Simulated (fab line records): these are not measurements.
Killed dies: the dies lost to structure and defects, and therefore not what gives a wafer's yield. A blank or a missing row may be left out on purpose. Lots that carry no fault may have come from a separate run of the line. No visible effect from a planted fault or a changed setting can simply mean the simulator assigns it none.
fab line records	flow nandHarc
record: lots: 7	wafers: 19	lastDay: 23
route steps=1159 shown A_CONTACT@889 END@1159
lots with no fault: from the same line, run without faults
startH: start of the lot's first displayed wafer, in hours after the record's first day	waitH: hours from the lot's prior step to this one	" identical to the entry in the row above	L1.1+2: one row covering several wafers at once	- either no value or no given start	* or withheld: withheld	< > ~ a bound
route shown NAME@n: a module of which the file shows steps, and the number in the route of the first	usual: average and standard deviation across the fault-free wafers	same: alike in all rows	chamber/n: place in a boat	sites: each site's reading	_std_site: their standard deviation	_edge_site: mean of outer sites minus mean of inner sites	radiusMm: for every site, how far away it sits from the centre of the wafer	mask NAME#n: copy n	behind: the tool/chamber that last shaped the wafer	hold: reason for holding the lot/hours on hold/outcome of the hold	device: whichever transistor did not switch (one of n, p or np)	end of line: the route-end tests of the same wafers	a step with no rows: only its recipe	killed: dies that structure and defects cost at the first sort, which is not the same as the wafer's yield	map: per-die view of a wafer (x killed, . not killed, _ where there is no die)
set.NAME: the setting as run; set.NAME@STEP: as run at that earlier step	model.NAME: the simulator's own value behind a step, which no gauge read
certain route steps with their lots: each step a table, each wafer a row
services: when a tool's chamber went out of use (startH, in hours from the record's first day, below 0 if earlier), for how many hours, and the reason
== steps ==
step: NHARC_A_CONTACT_COAT_62
recipe: tempC: 225	timeS: 65
step: NHARC_A_CONTACT_COAT_63
recipe: spinRpm: 1500	resistThkNm: 90
step: NHARC_A_CONTACT_SOFTBAKE_64
recipe: tempC: 105	timeS: 55
step: NHARC_A_CONTACT_EBR_65
step: NHARC_A_CONTACT_EXPOSE_66
recipe: na: 1.35	sigmaOuter: 0.8	doseMj: 59.02	maskId: A_CC_2
step: NHARC_A_CONTACT_PEB_67
recipe: pebTempC: 100	pebTimeS: 65
step: NHARC_A_CONTACT_DEVELOP_68
recipe: developTimeS: 35	devTempC: 23
step: NHARC_A_CONTACT_CD_MEAS_69
recipe: targetCdNm: 200	landingEnergyEv: 500
usual: cdNm: 199.9/0.45
lot.wafer	tool	chamber	startH	waitH	cdNm
L529.2	cdSem-03	0	390.13	-	199.7
L529.3	"	0	"	"	200.2
L529.5	"	0	"	"	199.3
L535.2	cdSem-01	0	416.26	-	199.5
L535.4	"	0	"	"	199.3
L535.6	"	0	"	"	199.5
L537.2	cdSem-03	0	431.62	-	200.7
L537.5	"	0	"	"	200.0
L538.1	cdSem-03	0	431.77	-	199.7
L538.5	"	0	"	"	199.5
L544.2	cdSem-03	0	456.49	-	200.5
L544.3	"	0	"	"	199.7
L544.6	"	0	"	"	199.9
L545.1	cdSem-03	0	471.55	-	199.1
L545.2	"	0	"	"	199.6
L545.5	"	0	"	"	199.5
L548.1	cdSem-01	0	491.09	-	200.0
L548.4	"	0	"	"	199.7
L548.6	"	0	"	"	199.7
step: NHARC_A_CONTACT_OVL_MEAS_70
usual: overlayXNm: -0.1/0.97	overlayYNm: 0.2/0.89
lot.wafer	tool	chamber	startH	waitH	overlayXNm	overlayYNm
L529.2	overlay-02	-	390.22	-	0.5	-0.9
L529.3	"	-	"	"	0.2	-0.3
L529.5	"	-	"	"	0.4	-0.4
L535.2	overlay-02	-	416.35	-	0.3	-1.1
L535.4	"	-	"	"	1.1	-0.8
L535.6	"	-	"	"	0.4	-1.3
L537.2	overlay-01	-	431.72	-	-0.3	0.3
L537.5	"	-	"	"	-0.6	-0.3
L538.1	overlay-01	-	431.85	-	1.6	1.8
L538.5	"	-	"	"	1.8	1.8
L544.2	overlay-01	-	456.58	-	-0.3	0.7
L544.3	"	-	"	"	-0.4	1.0
L544.6	"	-	"	"	-0.7	0.4
L545.1	overlay-02	-	471.64	-	-0.6	1.1
L545.2	"	-	"	"	-0.7	1.1
L545.5	"	-	"	"	-0.2	1.1
L548.1	overlay-02	-	491.17	-	1.5	1.0
L548.4	"	-	"	"	1.4	0.7
L548.6	"	-	"	"	1.7	0.6
step: NHARC_A_CONTACT_INSPECT_71
usual: rawDefectCount: 30/14
lot.wafer	tool	chamber	startH	waitH	rawDefectCount
L529.2	defectInspect-01	-	390.26	0.0	34
L529.3	"	-	"	"	30
L529.5	"	-	"	"	28
L535.2	defectInspect-02	-	416.38	0.0	35
L535.4	"	-	"	"	38
L535.6	"	-	"	"	35
L537.2	defectInspect-01	-	431.75	0.0	20
L537.5	"	-	"	"	15
L538.1	defectInspect-01	-	431.89	0.0	28
L538.5	"	-	"	"	21
L544.2	defectInspect-02	-	456.61	0.0	55
L544.3	"	-	"	"	50
L544.6	"	-	"	"	59
L545.1	defectInspect-02	-	471.68	0.0	48
L545.2	"	-	"	"	47
L545.5	"	-	"	"	60
L548.1	defectInspect-01	-	491.21	0.0	40
L548.4	"	-	"	"	54
L548.6	"	-	"	"	53
step: NHARC_A_CONTACT_DESCUM_74
recipe: timeS: 3	o2FlowSccm: 200	arFlowSccm: 0	biasPowerW: 0	chemistry: O2
usual: drypumpMotorCurrentA: 5.5/0.45	oesProductAu: 0.999/0.008	rfVppV: 57.7/0.92	showerheadPlenumPTorr: 1.92/0.093	throttleValvePct: 11.311/0.0089
lot.wafer	tool	chamber	startH	waitH	drypumpMotorCurrentA	oesProductAu	rfHoursCounterH	rfVppV	showerheadPlenumPTorr	throttleValvePct
L529.2	rieDiel-09	2	390.32	0.1	5.5	1.000	50	57.2	1.90	11.305
L529.3	"	0	"	"	5.4	0.992	49	57.3	1.86	11.292
L529.5	"	0	"	"	5.4	0.993	-	58.2	1.86	11.299
L535.4	rieDiel-06	1	416.45	0.1	5.4	0.987	30	56.9	1.92	11.314
L535.2	"	3	"	"	6.4	0.995	31	57.4	1.89	11.323
L535.6	"	1	"	"	5.4	0.996	-	59.5	1.92	11.312
L537.2	rieDiel-06	2	432.04	0.3	5.3	1.004	1	57.8	2.04	11.309
L537.5	"	0	"	"	5.5	1.006	-	58.6	2.08	11.308
L538.1	rieDiel-06	0	432.11	0.2	5.5	0.995	1	57.4	2.08	11.306
L538.5	"	1	"	"	5.5	0.990	-	58.9	1.92	11.314
L544.2	rieDiel-11	3	456.68	0.1	5.5	1.000	34	58.2	1.95	11.310
L544.3	"	0	"	"	6.5	0.988	32	58.7	2.04	11.313
L544.6	"	3	"	"	5.5	0.992	-	58.6	1.95	11.310
L545.1	rieDiel-09	1	471.74	0.1	4.7	0.998	12	57.6	1.97	11.313
L545.2	"	3	"	"	5.7	1.016	9	56.4	1.78	11.328
L545.5	"	2	"	"	5.5	0.991	-	57.8	1.89	11.306
L548.4	rieDiel-06	3	491.27	0.1	6.4	0.993	15	58.2	1.89	11.306
L548.1	"	2	"	"	5.3	1.006	14	57.7	2.03	11.309
L548.6	"	0	"	"	5.5	0.995	-	59.3	2.07	11.315
step: NHARC_A_CONTACT_ETCH_75
recipe: targetDepthA: 390	overEtchFrac: 0.3	timeS: 65	ionEnergyEv: 80	cf4FlowSccm: 150	arFlowSccm: 0	rfW: 300	biasW: 100	chemistry: CF4
usual: drypumpMotorCurrentA: 5.6/0.46	oesProductAu: 0.999/0.0087	rfVppV: 151.3/1.4	showerheadPlenumPTorr: 1.77/0.081	throttleValvePct: 13.283/0.0089
lot.wafer	tool	chamber	startH	waitH	drypumpMotorCurrentA	oesProductAu	rfHoursCounterH	rfVppV	showerheadPlenumPTorr	throttleValvePct
L529.3	rieDiel-09	2	390.50	0.2	5.5	0.992	50	150.5	1.76	13.278
L529.2	"	1	"	"	4.7	0.990	49	153.0	1.83	13.280
L529.5	"	0	"	"	5.5	0.977	-	149.5	1.72	13.282
L535.2	rieDiel-06	0	416.53	0.1	5.5	0.995	32	151.6	1.64	13.290
L535.4	"	1	"	"	5.4	0.987	30	151.4	1.77	13.281
L535.6	"	1	"	"	5.4	0.998	-	152.7	1.77	13.278
L537.2	rieDiel-06	3	432.24	0.2	6.4	1.003	0	152.1	1.75	13.287
L537.5	"	3	"	"	6.4	0.992	-	152.3	1.75	13.288
L538.1	rieDiel-06	3	432.32	0.2	6.4	1.001	0	150.2	1.75	13.279
L538.5	"	1	"	"	5.4	0.995	-	151.4	1.77	13.286
L544.3	rieDiel-11	0	456.76	0.1	6.5	0.993	32	152.6	1.88	13.287
L544.2	"	3	"	"	5.5	0.998	34	152.1	1.80	13.291
L544.6	"	1	"	"	5.9	1.009	-	149.3	1.66	13.288
L545.1	rieDiel-09	2	471.85	0.1	5.5	0.997	10	150.2	1.75	13.287
L545.2	"	3	"	"	5.6	1.010	9	150.1	1.65	13.285
L545.5	"	3	"	"	5.7	1.010	-	151.7	1.65	13.306
L548.1	rieDiel-06	0	491.37	0.1	5.5	1.000	14	153.6	1.90	13.281
L548.4	"	1	"	"	5.4	1.003	15	151.6	1.77	13.284
L548.6	"	2	"	"	5.3	1.010	-	154.3	1.87	13.270
step: NHARC_A_CONTACT_ETCH_76
recipe: targetDepthA: 2600	overEtchFrac: 0.3	timeS: 475.3	ionEnergyEv: 200	n2FlowSccm: 150	h2FlowSccm: 150	arFlowSccm: 0	rfW: 400	biasW: 150	chemistry: N2/H2
usual: drypumpMotorCurrentA: 5.5/0.43	oesProductAu: 1.000/0.009	rfVppV: 430.9/2.8	showerheadPlenumPTorr: 2.05/0.1	throttleValvePct: 14.172/0.0087
lot.wafer	tool	chamber	startH	waitH	drypumpMotorCurrentA	oesProductAu	rfHoursCounterH	rfVppV	showerheadPlenumPTorr	throttleValvePct
L529.2	rieDiel-09	0	390.60	-	5.5	1.001	50	429.8	1.98	14.162
L529.3	"	1	"	"	4.7	0.997	49	431.0	2.11	14.172
L529.5	"	1	"	"	4.8	1.001	-	433.0	2.11	14.163
L535.4	rieDiel-06	2	416.65	-	5.3	0.995	34	434.1	2.18	14.179
L535.2	"	0	"	"	5.5	0.818	32	425.4	1.87	14.167
L535.6	"	2	"	"	5.3	1.001	-	435.6	2.18	14.178
L537.2	rieDiel-06	0	432.34	-	5.5	0.822	1	434.4	2.22	14.172
L537.5	"	1	"	"	5.4	1.005	-	430.7	2.04	14.193
L538.1	rieDiel-06	3	432.88	-	6.4	0.834	1	427.5	2.01	14.157
L538.5	"	2	"	"	5.3	1.011	-	433.0	2.17	14.184
L544.3	rieDiel-11	0	456.85	-	6.5	1.003	32	434.5	2.18	14.170
L544.2	"	3	"	"	5.5	1.007	34	431.0	2.08	14.180
L544.6	"	0	"	"	6.5	0.993	-	433.4	2.18	14.180
L545.1	rieDiel-09	3	471.97	-	5.7	1.012	9	428.1	1.89	14.173
L545.2	"	0	"	"	5.5	0.994	11	428.5	1.98	14.160
L545.5	"	3	"	"	5.7	0.998	-	425.3	1.89	14.168
L548.1	rieDiel-06	0	491.45	-	5.5	0.979	14	436.7	2.21	14.163
L548.4	"	2	"	"	5.3	1.008	14	434.1	2.17	14.177
L548.6	"	0	"	"	5.5	0.987	-	434.5	2.21	14.172
step: NHARC_A_CONTACT_ETCH_77
recipe: targetDepthA: 726	timeS: 36.3	cf4FlowSccm: 100	chf3FlowSccm: 30	arFlowSccm: 0	rfW: 500	biasW: 200	chemistry: CF4/CHF3
usual: drypumpMotorCurrentA: 5.6/0.46	oesProductAu: 0.931/0.018	rfVppV: 370.7/2.6	showerheadPlenumPTorr: 1.58/0.072	throttleValvePct: 16.804/0.0094
lot.wafer	tool	chamber	startH	waitH	drypumpMotorCurrentA	oesProductAu	rfHoursCounterH	rfVppV	showerheadPlenumPTorr	throttleValvePct
L529.3	rieDiel-09	0	-	-	5.4	0.921	50	370.2	1.53	16.807
L529.2	"	1	"	"	4.7	0.922	49	372.7	1.63	16.805
L529.5	"	1	"	"	4.8	0.920	-	371.8	1.63	16.792
L535.2	rieDiel-06	2	-	-	5.3	0.933	34	374.0	1.67	16.815
L535.4	"	3	"	"	6.4	0.922	31	369.9	1.56	16.816
L535.6	"	1	"	"	5.4	0.920	-	370.8	1.58	16.791
L537.2	rieDiel-06	2	-	-	5.3	0.954	1	374.9	1.67	16.815
L537.5	"	2	"	"	5.3	0.959	-	373.7	1.67	16.789
L538.1	rieDiel-06	0	-	-	5.5	0.920	2	374.6	1.70	16.814
L538.5	"	1	"	"	5.4	0.939	-	370.6	1.58	16.789
L544.3	rieDiel-11	1	-	-	5.9	0.925	31	366.8	1.48	16.787
L544.2	"	2	"	"	5.9	0.932	33	375.0	1.68	16.797
L544.6	"	1	"	"	5.9	0.920	-	366.7	1.48	16.798
L545.1	rieDiel-09	3	-	-	5.7	0.970	9	366.9	1.47	16.820
L545.2	"	2	"	"	5.5	0.933	10	369.4	1.56	16.814
L545.5	"	3	"	"	5.7	0.965	-	366.4	1.47	16.811
L548.4	rieDiel-06	2	-	-	5.3	0.935	14	373.0	1.67	16.793
L548.1	"	3	"	"	6.4	0.923	15	370.4	1.55	16.800
L548.6	"	2	"	"	5.3	0.934	-	374.1	1.67	16.811
step: NHARC_END_SORT_01
recipe: tempC: 25
usual: killedAtArray: 29/11	killedAtOther: 0.7/1.1	killedAtPeriphery: 2.9/2.2	killedDies: 33/11	killedOpen: 3.1/1.8	killedShort: 1.9/1.4
same: grossDies: 677
lot.wafer	tool	chamber	startH	waitH	killedAtArray	killedAtOther	killedAtPeriphery	killedDies	killedOpen	killedShort
L529.2	prober-02	0	449.36	2.8	38	0	6	44	6	4
L529.3	prober-02	0	450.17	3.1	31	1	2	34	4	2
L529.5	prober-02	0	451.79	3.8	30	0	4	34	4	3
L535.2	prober-01	0	479.90	2.8	584	0	3	587	3	1
L535.4	prober-01	0	481.53	3.4	40	0	2	42	3	4
L535.6	prober-01	0	483.15	4.1	33	1	1	35	4	2
L537.2	prober-01	0	489.95	2.8	596	1	3	600	9	3
L537.5	prober-01	0	492.32	3.7	20	1	2	23	4	4
L538.1	prober-02	0	496.94	2.5	594	0	4	598	1	0
L538.5	prober-02	0	500.11	3.7	21	1	2	24	1	1
L544.2	prober-01	0	522.21	2.8	45	2	2	49	5	0
L544.3	prober-01	0	523.01	3.1	39	2	3	44	2	1
L544.6	prober-01	0	525.39	4.0	45	3	3	51	4	2
L545.1	prober-01	0	534.15	2.5	44	0	1	45	4	1
L545.2	prober-01	0	534.94	2.8	36	0	2	38	0	4
L545.5	prober-01	0	537.32	3.7	51	0	5	56	5	3
L548.1	prober-01	0	555.24	2.5	43	1	4	48	5	2
L548.4	prober-01	0	557.64	3.4	51	0	1	52	5	0
L548.6	prober-01	0	559.24	4.0	50	0	1	51	2	1
killed by level:class
L529.2 A_CHANNEL_HOLE_D1:chamberFilmFlake=11 A_SLIT:chamberFilmFlake=10 A_STAIRCASE:chamberFilmFlake=5 P_GATE:chamberFilmFlake=3 A_CONTACT:chamberFilmFlake=3 P_M0:geometricParticle:short=2 A_SGD_CUT:chamberFilmFlake=2 P_M0:geometricParticle:open=1
L529.3 A_CHANNEL_HOLE_D1:chamberFilmFlake=14 A_SLIT:chamberFilmFlake=7 A_WL_FILL:geometricParticle:short=2 A_M0:geometricParticle:open=2 A_STAIRCASE:chamberFilmFlake=2 A_ONON_D1:geometricParticle:open=1 A_BLC:geometricParticle:open=1 P_CONTACT:chamberFilmFlake=1
L529.5 A_SLIT:chamberFilmFlake=14 A_CHANNEL_HOLE_D1:chamberFilmFlake=8 A_STAIRCASE:chamberFilmFlake=2 P_CONTACT:geometricParticle:short=1 P_M0:geometricParticle:open=1 P_BONDPAD:geometricParticle:open=1 A_ONON_D1:geometricParticle:short=1 A_CONTACT:geometricParticle:open=1
L535.2 A_CONTACT:areaEtch=544 A_CHANNEL_HOLE_D1:chamberFilmFlake=18 A_SLIT:chamberFilmFlake=9 A_CONTACT:chamberFilmFlake=7 P_ZERO_WELL:chamberFilmFlake=2 A_WL_FILL:geometricParticle:short=1 A_WL_FILL:geometricParticle:open=1 A_CONTACT:geometricParticle:open=1
L535.4 A_SLIT:chamberFilmFlake=18 A_CHANNEL_HOLE_D1:chamberFilmFlake=14 A_CONTACT:chamberFilmFlake=2 P_M0:geometricParticle:open=1 A_ONON_D1:geometricParticle:open=1 A_ONON_D1:geometricParticle:short=1 A_CHANNEL_HOLE_D1:geometricParticle:short=1 A_CHANNEL_FILL_D1:geometricParticle:short=1
L535.6 A_CHANNEL_HOLE_D1:chamberFilmFlake=13 A_SLIT:chamberFilmFlake=9 A_CONTACT:chamberFilmFlake=5 A_CONTACT:geometricParticle:open=2 A_SOURCE_PLATE:geometricParticle:short=1 A_SGD_CUT:geometricParticle:open=1 A_CONTACT:geometricParticle:short=1 A_M0:geometricParticle:open=1
L537.2 A_CONTACT:areaEtch=571 A_CHANNEL_HOLE_D1:chamberFilmFlake=10 A_M0:geometricParticle:open=3 A_CONTACT:chamberFilmFlake=3 A_SOURCE_PLATE:geometricParticle:open=2 A_WL_FILL:geometricParticle:short=2 A_CONTACT:geometricParticle:open=2 P_ZERO_WELL:chamberFilmFlake=2
L537.5 A_CHANNEL_HOLE_D1:chamberFilmFlake=9 A_WL_FILL:geometricParticle:short=3 A_CHANNEL_FILL_D1:geometricParticle:open=2 P_ZERO_WELL:chamberFilmFlake=2 A_CONTACT:chamberFilmFlake=2 A_CHANNEL_FILL_D1:geometricParticle:short=1 A_M0:geometricParticle:open=1 STARTING-WAFER:geometricParticle:open=1
L538.1 A_CONTACT:areaEtch=570 A_CHANNEL_HOLE_D1:chamberFilmFlake=15 A_CONTACT:chamberFilmFlake=7 P_STI:chamberFilmFlake=2 P_M1:geometricParticle:open=1 P_ZERO_WELL:chamberFilmFlake=1 A_ZERO_WELL:chamberFilmFlake=1 A_STAIRCASE:chamberFilmFlake=1
L538.5 A_CHANNEL_HOLE_D1:chamberFilmFlake=13 A_CONTACT:chamberFilmFlake=6 P_CONTACT:geometricParticle:short=1 A_CONTACT:geometricParticle:open=1 P_GATE:chamberFilmFlake=1 A_WL_FILL:chamberFilmFlake=1 THIN_TSV:chamberFilmFlake=1
L544.2 A_CHANNEL_HOLE_D1:chamberFilmFlake=21 A_SLIT:chamberFilmFlake=16 A_SOURCE_PLATE:geometricParticle:open=2 A_CONTACT:geometricParticle:open=2 A_ZERO_WELL:chamberFilmFlake=2 THIN_TSV:chamberFilmFlake=2 P_M0:geometricParticle:open=1 P_GATE:chamberFilmFlake=1
L544.3 A_CHANNEL_HOLE_D1:chamberFilmFlake=19 A_SLIT:chamberFilmFlake=12 A_CONTACT:chamberFilmFlake=3 A_STAIRCASE:chamberFilmFlake=2 THIN_TSV:chamberFilmFlake=2 A_SGD_CUT:geometricParticle:short=1 A_BLC:geometricParticle:open=1 A_M0:geometricParticle:open=1
L544.6 A_CHANNEL_HOLE_D1:chamberFilmFlake=20 A_SLIT:chamberFilmFlake=13 A_STAIRCASE:chamberFilmFlake=4 THIN_TSV:chamberFilmFlake=3 A_BLC:geometricParticle:open=2 P_ZERO_WELL:chamberFilmFlake=2 A_SOURCE_PLATE:geometricParticle:short=1 A_WL_FILL:geometricParticle:open=1
L545.1 A_CHANNEL_HOLE_D1:chamberFilmFlake=15 A_SLIT:chamberFilmFlake=14 A_STAIRCASE:chamberFilmFlake=6 A_CONTACT:chamberFilmFlake=4 P_M0:geometricParticle:open=1 A_CHANNEL_FILL_D1:geometricParticle:open=1 A_CONTACT:geometricParticle:open=1 A_BLC:geometricParticle:open=1
L545.2 A_CHANNEL_HOLE_D1:chamberFilmFlake=15 A_SLIT:chamberFilmFlake=14 A_STAIRCASE:chamberFilmFlake=2 P_CONTACT:geometricParticle:short=1 A_CHANNEL_FILL_D1:geometricParticle:short=1 A_STAIRCASE:geometricParticle:short=1 A_CONTACT:geometricParticle:short=1 P_STI:chamberFilmFlake=1
L545.5 A_CHANNEL_HOLE_D1:chamberFilmFlake=23 A_SLIT:chamberFilmFlake=20 P_CONTACT:geometricParticle:open=2 A_ONON_D1:geometricParticle:open=2 A_CONTACT:chamberFilmFlake=2 P_CONTACT:geometricParticle:short=1 A_ONON_D1:geometricParticle:short=1 A_STAIRCASE:geometricParticle:short=1
L548.1 A_CHANNEL_HOLE_D1:chamberFilmFlake=15 A_SLIT:chamberFilmFlake=12 A_STAIRCASE:chamberFilmFlake=4 A_CONTACT:chamberFilmFlake=4 A_M1:chamberFilmFlake=3 P_M0:geometricParticle:open=2 A_SOURCE_PLATE:geometricParticle:open=2 P_M0:geometricParticle:short=1
L548.4 A_CHANNEL_HOLE_D1:chamberFilmFlake=24 A_SLIT:chamberFilmFlake=15 A_WL_FILL:chamberFilmFlake=3 A_CONTACT:chamberFilmFlake=2 A_M1:chamberFilmFlake=2 P_M0:geometricParticle:open=1 A_CONTACT:geometricParticle:open=1 A_BLC:geometricParticle:open=1
L548.6 A_CHANNEL_HOLE_D1:chamberFilmFlake=18 A_SLIT:chamberFilmFlake=18 A_CONTACT:chamberFilmFlake=4 A_M1:chamberFilmFlake=4 A_CHANNEL_FILL_D1:geometricParticle:open=2 A_CHANNEL_FILL_D1:chamberFilmFlake=2 A_WL_FILL:geometricParticle:short=1 P_CONTACT:chamberFilmFlake=1
map L535.2 (x killed, . not)
____________.____________
_________x......_________
_______xxxxxxx.x.._______
______x...xxxxx.x.x______
_____..xxxxxxxx..x.x_____
____x.x.xxxxxx.xxxxxx____
____.xxxxxxxxxxx.x.xx____
___xxxxxxxxxxxxxxx..x.___
___xxxx.xxxxxxxxxxxxxx___
__.xxxxxxxxxxxxxxx..xx.__
__xxxxxxxxxxxxxxxxxxxxx__
_..xxxxxxxxxxxxxxxxxx.x._
_.xxxxxxxxxxxxxxxxxxx.x._
_xxxxxxxxxxxxxxxxx.xxx.x_
_xxxxxxxxxxxxxxxxxxxxxx._
_xxxxxxxxxxxxxxxxxxxxxx._
xxxxxxxxxxxxxxxxxxxxxx.xx
x.xxxxxxxxxxxxxxxxx.x.x.x
xxxxxxxxxxxxxxxxxxxxxxxxx
.xxxxxxxxxxxxxxxxxxxxxxxx
.xxxxxxxxxxxxxxxxxxxxxx..
_xxxxxxxxxxxxxxxxxxxx.xx_
_xxxxxxxxxxxxxxxxxxxxxxx_
_.xxxxxxxxxxxxxxxxx.xx.x_
_xxxxxxxxxxxxxxxxxxxxx.x_
_.xxxxxxxxxxxxxxxxxxxxx._
__xxxxxxxxxxxxxxxxxxxx.__
__xxxxxxxxxxxxxxxxxxxx.__
___...xxxxxxxxxxxxxxx.___
___xxx.xxxxxxxxxxxxxx.___
____xxxxxxxxxxxxxxxx.____
____.xxx.xxxxxxx.x.xx____
_____xxxxxxx.xx..x.._____
______xxxxxx.xxxxx.______
_______.xxxxxx.xx._______
_________..x..x._________
____________.____________
map L537.2 (x killed, . not)
____________x____________
_________x....xx_________
_______.xxxx.x.x.x_______
______x.x..xx..xx.x______
_____xxxxxxxxxx....x_____
____xxx...xxxxxxxxxx.____
____x.xxxxx.xx.xxxxxx____
___xxxxxxxxxxxxxxxxxxx___
___xxxxxxxxxxxxxxxxxx.___
__.xxxxxxxxxxxxxx..xxxx__
__xxxxxxxxxxxxxxxxxx...__
_xxxxxxxxxxxx.xxx.xxxxxx_
_.xxxxxxxxxxxxxxxxxxxx.._
_xxxxxxxxxxxxxxxxx.xxxx._
_xxxxxxxxxxxxxxxxxxxx.x._
_xxxxxxxxxxxxxxxxx.xxxxx_
xx.xxxxxxxxxxxxxxxxxxxxx.
xxxxxxxxxxxxxxxxxx.xxxx..
xxxxxxxxxxxxxxxxxx.xxxx.x
.xxxxxxxxxxxxxxxxxxxxxxxx
xxxxxxxxxxxxxxxxxxxx.xxxx
_xxxxxxxxxxxxxxxxxxxxxxx_
_x.x.xxxxxxxxxxxxx.xx.xx_
_xxxxxxxxxxxxxxxxxxxxxxx_
_xxxxxxxxxxxxxxxxxxxxxx._
_xxxxxxxxxxxxxxxxxxxxx.._
__xxxxxxxxxxxxxxx.xxx.x__
__xxxxxxx.xxxxx.xxxxxx.__
___xxxxxxxxxxxx.xxxx.x___
___xxxxxxxxxxxxx.xxx..___
____xxxxxxxxxxxxxxxxx____
____xxx.xxxxxxxxxx.xx____
_____x.xxxxxxxx..xxx_____
______.xxxxx.xxxxxx______
_______xxxxxxxx.xx_______
_________xxxxxx._________
____________x____________
== services ==
tool	chamber	startH	hours	kind
rieDiel-11	-	366.57	9.0	pm
rieDiel-06	0	372.82	-	clean
rieDiel-06	1	372.82	-	clean
rieDiel-06	2	372.82	-	clean
rieDiel-06	3	372.82	-	clean
rieDiel-06	0	397.32	-	clean
rieDiel-06	1	397.32	-	clean
rieDiel-06	2	397.32	-	clean
rieDiel-06	3	397.32	-	clean
rieDiel-09	2	401.76	4.6	repair
rieDiel-09	0	414.73	17.9	repair
rieDiel-11	0	415.66	3.6	repair
rieDiel-06	-	418.20	9.0	pm
rieDiel-06	0	418.20	9.0	ventCycle
rieDiel-06	1	418.20	9.0	ventCycle
rieDiel-06	2	418.20	9.0	ventCycle
rieDiel-06	3	418.20	9.0	ventCycle
rieDiel-06	0	427.20	-	clean
rieDiel-06	0	427.20	-	consumableReplace:showerhead
rieDiel-06	1	427.20	-	clean
rieDiel-06	2	427.20	-	clean
rieDiel-06	3	430.53	1.5	repair
rieDiel-09	-	431.22	9.0	pm
rieDiel-06	0	443.98	8.6	repair
== key ==
firstSign: step: NHARC_A_CONTACT_ETCH_76	reading: oesProductAu	direction: down	sigmas: 19	usual: 1.000	struck: 0.824
effect: step: NHARC_END_SORT_01	reading: killedDies	direction: up	sigmas: 51	usual: 33	struck: 595
moreKillsBornAt: NHARC_A_CONTACT_ETCH_76@rieDiel-06: 1685
metAt NHARC_A_CONTACT_ETCH_76
struckWafers L535.2,L537.2,L538.1
laterRowsLeftOut L535.2,L537.2,L538.1
testerLeftOut L535,L537,L538
fault: kind: processParameterDrift	tool: rieDiel-06	chamber: -	onsetH: 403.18	steps: NHARC_A_CONTACT_ETCH_76	channel: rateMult	offset: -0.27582	shape: step	endH: 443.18	scope: struckWafersOnly
testerLeftOut: of these lots the tester's yield and bins aren't shown, on N5 and GAA mostly nor the transistor test; their killed dies are dies lost to structure and defects alone, not to doping, threshold or leakage, so they don't give the yield
laterRowsLeftOut: the simulator's readings of these wafers behind a module that went badly wrong aren't trusted and aren't shown, but for the sort
